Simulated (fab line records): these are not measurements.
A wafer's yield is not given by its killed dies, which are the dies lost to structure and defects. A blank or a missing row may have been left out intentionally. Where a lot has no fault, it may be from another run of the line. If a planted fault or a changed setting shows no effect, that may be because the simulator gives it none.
Matching of chambers | flow n5-finfet | ald-sin-03 running N5_BEOL_M2_ALD_98: 4 sister chambers
The step deposits SiO2, target thk 2.5 nm, pulse time 1 s, co reactant pulse time 1 s. 18 wafers are shown with their chamber, then 9 later ones without.

## WAFERS, EACH WITH ITS CHAMBER
wafer  | chamber | heater-power-w (W) | precursor-pulse-height-rel
L083.1 | 2       | 96                 | 1.016
L083.5 | 3       | 78                 | 0.999
L083.6 | 2       | 94                 | 0.996
L085.3 | 2       | 98                 | 1.032
L085.4 | 1       | 84                 | 1.014
L085.6 | 0       | 73                 | 0.991
L086.2 | 3       | 77                 | 1.035
L086.3 | 2       | 96                 | 0.971
L086.6 | 2       | 99                 | 0.996
L088.3 | 0       | 72                 | 0.996
L088.5 | 2       | 100                | 0.985
L088.6 | 3       | 79                 | 0.989
L089.2 | 3       | 80                 | 0.981
L089.4 | 0       | 75                 | 1.000
L089.5 | 3       | 78                 | 1.008
L091.1 | 3       | 78                 | 0.992
L091.3 | 2       | 97                 | 1.000
L091.4 | 1       | 81                 | 1.021

SIGNATURES (averages over the wafers above)
reading                    | chamber 0 | chamber 1 | chamber 2 | chamber 3 | scatter within a chamber
heater-power-w             | 73.33     | 82.50     | 97.14     | 78.33     | 1.68
precursor-pulse-height-rel | 0.99567   | 1.01750   | 0.99943   | 1.00067   | 0.0175
Rule: for each reading, subtract the chamber's mean from the wafer's reading, divide by that reading's scatter and square the result; add these up over the readings and take the root, which gives the wafer's distance from the chamber. The wafer belongs to the nearest chamber; if the next one is less than 2 further off, it can't be placed. How the scatter is found: for the shown wafers, subtract from each reading the mean of its chamber, square and add these, divide the total by (wafers less chambers), then take the root.

## WAFERS WITHOUT THEIR CHAMBER
wafer  | heater-power-w (W) | precursor-pulse-height-rel
L092.2 | 79                 | 1.012
L092.3 | 83                 | 0.996
L092.4 | 74                 | 0.977
L095.1 | 74                 | 0.986
L095.4 | 79                 | 0.988
L095.6 | 74                 | 1.014
L097.1 | 100                | 1.022
L097.2 | 83                 | 0.977
L097.6 | 79                 | 1.046

## THE CHAMBER EACH PASSED THROUGH
wafer  | from the rows above          | in truth
L092.2 | can't be placed: 3 or 1      | 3
L092.3 | can't be placed: 1 or 3      | 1
L092.4 | can't be placed: 0 or 3      | 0
L095.1 | 0                            | 0
L095.4 | can't be placed: 3 or 1      | 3
L095.6 | can't be placed: 0 or 3      | 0
L097.1 | 2                            | 2
L097.2 | can't be placed: 1 or 3      | 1
L097.6 | can't be placed: 3 or 1 or 0 | 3
Correct placement for 2 of the 9. From these rows, 7 cannot be placed; in 7 the true chamber is one of the candidates. Placed wrongly: 0.
